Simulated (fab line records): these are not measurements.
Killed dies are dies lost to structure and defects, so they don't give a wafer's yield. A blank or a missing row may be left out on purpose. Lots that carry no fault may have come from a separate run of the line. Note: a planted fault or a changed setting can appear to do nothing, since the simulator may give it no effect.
What tool caused it? | flow nand harc | at 1 step of a route of 1302, 12 lots with 36 wafers sampled

WHAT THE GAUGES SHOWED, per wafer
NHARC_P_BONDPAD_OVL_MEAS_38.
lot  | measured     | on         | overlay x nm (nm)
L075 | day 7 03:16  | overlay-02 | 5 5 5
L077 | day 8 01:13  | overlay-01 | -6 -6 -6
L079 | day 8 16:08  | overlay-01 | -2 -1 -1
L081 | day 9 13:18  | overlay-02 | 7 7 8
L083 | day 10 13:57 | overlay-02 | -2 -2 -2
L085 | day 11 05:08 | overlay-01 | -10 -10 -9
L087 | day 11 23:17 | overlay-01 | 7 7 7
L089 | day 12 17:27 | overlay-01 | -12 -12 -12
L091 | day 13 15:32 | overlay-01 | 8 8 8
L093 | day 14 15:23 | overlay-02 | -5 -5 -6
L095 | day 15 12:34 | overlay-02 | 1 1 1
L097 | day 16 07:44 | overlay-02 | 15 14 14

EACH LOT AND THE TOOL THAT RAN IT (in order: tool; ch and the chambers of the sampled wafers; start)
The record holds no process step before these readings.

THE ANSWER, worked out from the rows above alone
Rule: the lots themselves supply what counts as usual. Put in order of their means at a reading, lots are off if they are a third of the lots or fewer, leave a main group of 4 or more, and stand apart from it by a gap of 3 or more times the standard deviation of the main group's means; of several such gaps the widest counts. A main group is skipped when, at the precision printed for the reading in the tables above, its means are all equal. Also off: a lot with no number at a reading for which 4 or more lots have one. All remaining lots with rows at the step are treated as sound.
Nothing can be told from this: no lot is off at any reading shown.

WHAT THE SIMULATOR HAD INSERTED
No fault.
